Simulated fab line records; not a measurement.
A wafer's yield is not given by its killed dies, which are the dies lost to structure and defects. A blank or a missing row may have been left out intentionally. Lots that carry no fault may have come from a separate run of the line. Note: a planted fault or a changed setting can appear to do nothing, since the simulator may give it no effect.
Split-lot experiment    flow n5 finfet    on a route of 1938 steps: 7 lots, 21 wafers read

THE SPLIT
At N5_MOL_CONTACT_COAG_COAT_63 (time 60 s, resist thk 10 nm), the setting spin rpm was moved away from the recipe's 1500 rpm on 6 of the 21 wafers read, by -8.4% to +6.1%. For the rest of the wafers, this setting stayed at what the recipe calls for.

FROM THE SPLIT TO THE READING: what the file shows between them, 4 steps
- N5_MOL_CONTACT_COAG_COAT_64: time 60 s, resist thk 10 nm
- N5_MOL_CONTACT_COAG_COAT_34: resist thk 40 nm
- N5_MOL_CONTACT_COAG_DESCUM_45: chemistry O2, time 7 s
- N5_MOL_CONTACT_COAG_ETCH_65: etches underlayer in N2/H2, target depth 13 nm, time 10.4 s

THE READING
etch.depth nm (the simulator's own value, which no gauge read), in nm, at N5_MOL_CONTACT_COAG_ETCH_66 (etches SiARC in CF4, target depth 13 nm, time 21.7 s). No usual value for it is given in the file. Here, 15 wafers ran the recipe; their average is 10.017 nm with a standard deviation of 0.033 nm.

wafer   tool, chamber at the split  spin rpm as run, rpm  against the recipe  etch.depth nm, nm  against lot-mates on the recipe
L079.1  litho track-01, 0           1500                  recipe              9.998              -
L079.2  litho track-01, 0           1500                  recipe              10.03              -
L079.3  litho track-01, 0           1500                  recipe              10.01              -
L083.1  litho track-01, 0           1500                  recipe              10.02              -
L083.3  litho track-01, 0           1500                  recipe              10.04              -
L083.6  litho track-01, 0           1431                  -4.6%               10.25              +0.220
L085.1  litho track-01, 0           1374                  -8.4%               10.45              +0.400
L085.5  litho track-01, 0           1500                  recipe              10.05              -
L085.6  litho track-01, 0           1374                  -8.4%               10.44              +0.390
L086.2  litho track-03, 0           1592                  +6.1%               9.739              -0.301
L086.4  litho track-03, 0           1500                  recipe              10.05              -
L086.6  litho track-03, 0           1500                  recipe              10.03              -
L089.1  litho track-04, 0           1500                  recipe              10.01              -
L089.3  litho track-04, 0           1500                  recipe              10.01              -
L089.5  litho track-04, 0           1500                  recipe              10.03              -
L093.1  litho track-01, 0           1436                  -4.3%               10.17              +0.229
L093.4  litho track-01, 0           1500                  recipe              9.94               -
L093.6  litho track-01, 0           1500                  recipe              9.943              -
L096.1  litho track-03, 0           1500                  recipe              10.04              -
L096.3  litho track-03, 0           1500                  recipe              10.05              -
L096.5  litho track-03, 0           1402                  -6.5%               10.4               +0.355

FIT RESULTS
A straight line over all 21 wafers: etch.depth nm changes by -0.0501 nm for each +1% of spin rpm; r = -0.98; the points scatter about the line by 0.036 nm.
The same after taking each lot's own level away (the mean of its wafers on the recipe; 21 wafers): -0.049 nm for each +1%; r = -1.00; scatter 0.013 nm.
According to that fit, moving spin rpm by its largest amount changes the reading by 0.41 nm.
The lots' own levels span 9.9415 to 10.0500 nm, that is 3.2 times the standard deviation above.
The two slopes are in agreement: the lot-to-lot level therefore moves the slope only a little.
Check: for one of the wafers moved furthest among these (-8.4%), held out of the fit, the line's prediction against its lot-mates is +0.417 nm. It came out at +0.4 nm against them.

OTHER SPLITS ON THESE WAFERS
Note: prior to the reading, these wafers also went through further splits. Each is held against what the fit with the lots' levels taken away leaves over:
other split on the same wafers                wafers away from the commonest value  r with etch.depth nm (lot level and that fit taken away)
N5_FIN_CUT_COAT_19 spin rpm                   5                                     +0.09
N5_SPACER0_ALD_00 ald cycles                  6                                     -0.36
N5_SD_EPI_P_COAT_34 spin rpm                  8                                     +0.21
N5_HKMG_FIN_ETCH_54 source w                  6                                     -0.10
N5_HKMG_FIN_ETCH_55 bias w                    7                                     -0.05
N5_GATE_CUT_ALD_22 ald cycles                 10                                    -0.05
N5_MOL_CONTACT_COAG_CONTACT_ETCH_14 source w  8                                     +0.34
N5_MOL_CONTACT_COAG_ETCH_15 source w          5                                     +0.20

THE WHOLE CHAIN: every reading that the file lists as answering this split, in the file's order
step                         what it does                                          reading                                                                                    change (the file's fit)                 r (the file's)
N5_MOL_CONTACT_COAG_COAT_63  time 60 s, resist thk 10 nm                           SiARC_of_MOL_CONTACT_COAG_COAT_63.thk nm (the simulator's own value, which no gauge read)  -0.0472 nm for each +1% of the setting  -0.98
N5_MOL_CONTACT_COAG_ETCH_66  etches SiARC in CF4, target depth 13 nm, time 21.7 s  etch rf on time s                                                                          withheld for each +1% of the setting    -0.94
N5_MOL_CONTACT_COAG_ETCH_66  etches SiARC in CF4, target depth 13 nm, time 21.7 s  etch.depth nm (the simulator's own value, which no gauge read)                             -0.0501 nm for each +1% of the setting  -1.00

FILE'S OWN FIT
etch.depth nm changes by -0.0501 nm for each +1% of spin rpm, r = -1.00.
